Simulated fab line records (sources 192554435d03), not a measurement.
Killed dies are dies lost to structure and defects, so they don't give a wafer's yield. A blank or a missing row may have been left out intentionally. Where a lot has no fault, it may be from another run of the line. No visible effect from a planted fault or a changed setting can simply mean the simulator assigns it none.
Struck lot and sound lot, side by side + flow n5 finfet + 15 out of 1938 route steps
Sound: these wafers, L736.1, L736.3, L736.6. Wafers L727.2, L727.4, L727.5 were the ones struck. The cause is given at the end.
Per side, at each step with rows, come the tool, then ch with its chambers, and then its first start. Under that, the readings that differ: sound wafers + struck wafers + difference of the means + sigmas: that difference in standard deviations of wafers without a fault.
alike: same words and numbers on both sides, and readings whose means sit less than 2 such deviations apart. not compared: any withheld reading, any reading some wafer has no value for, any bound like >300 that may hide the same value, and any number with overlapping values for which the record gives no deviation.
Wherever a step has rows on one side only, a row that says differs or no value, or a row with sigmas, the two part there. Numbers that have no deviation but don't overlap get no sigmas and don't part them. A reading that every wafer of one side lacks parts them only if that side has two wafers or more.

first, 3 steps without rows for these wafers: N5_BEOL_M5_SRD_40 (time 30 s); N5_BEOL_M5_PRECLEAN_42 (cleans in residue remover, time 60 s); N5_BEOL_M5_SRD_43 (time 30 s).
N5_BEOL_M5_CD_MEAS_35: target cd 28 nm, target cd y 24 nm.
  sound on cd sem-03, day 12 11:16; struck on cd sem-03, day 10 08:10
  alike: cd nm
N5_BEOL_M5_CURE_80: cures SiCOH lowk, time 120 s.
  sound on uv cure-01 ch 0, day 12 11:18; struck on uv cure-01 ch 0, day 10 08:16
  alike: lamp power pct, wafer_temp_C_max
then, 1 step without rows for these wafers: N5_BEOL_M5_DEGAS_44 (time 60 s).
N5_BEOL_M5_PRE_CLEAN_45: time 30 s.
  sound on pvd sputter-01, day 12 11:58; struck on pvd sputter-01, day 10 09:02
  alike: heater power w
then, 1 step without rows for these wafers: N5_BEOL_M5_ALD_86 (deposits TaN, pulse time 2 s, purge time 3 s, co reactant purge time 2 s).
N5_BEOL_M5_SURFACE_TREAT_87:
  sound on pvd sputter-01, day 12 12:25; struck on pvd sputter-01, day 10 09:24
  not compared: throttle valve pct
then, 1 step without rows for these wafers: N5_BEOL_M5_CVD_47 (deposits Co from CCTBA/H2, target thk 3 nm, time 216 s).
N5_BEOL_M5_SPUTTER_48: material Cu, target thk 15 nm, time 27.62 s.
  sound on pvd sputter-01, day 12 12:39; struck on pvd sputter-03, day 10 09:38
  alike: chamber pressure pa, throttle valve pct
N5_BEOL_M5_ANNEAL_49: time 1800 s.
  sound on pvd sputter-01, day 12 12:44; struck on pvd sputter-03, day 10 09:43
  alike: heater power w
N5_BEOL_M5_SPUTTER_81: material Cu, target thk 15 nm, time 27.62 s.
  sound on pvd sputter-01, day 12 13:44; struck on pvd sputter-03, day 10 10:43
| reading                  | sound                   | struck                  | difference | sigmas |
|--------------------------|-------------------------|-------------------------|------------|--------|
| chamber pressure pa (Pa) | 0.06978 0.06989 0.06993 | 0.06749 0.06748 0.06749 | -0.00238   | -18    |
  alike: throttle valve pct
then, 1 step without rows for these wafers: N5_BEOL_M5_ANNEAL_82 (time 1800 s).
N5_PASSIVATION_PROBE_49:
  the record holds rows for the sound wafers here (prober-02, day 16 21:44) but none for the struck ones

== WHERE THEY PART ==
First at N5_BEOL_M5_SPUTTER_81; last, within this record, at N5_PASSIVATION_PROBE_49.

WHY: the cause the simulator had injected
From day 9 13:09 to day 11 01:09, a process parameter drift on pvd sputter-03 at N5_BEOL_M5_SPUTTER_81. A move of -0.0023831 in setting chamber pressure pa, from 0.07. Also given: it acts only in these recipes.
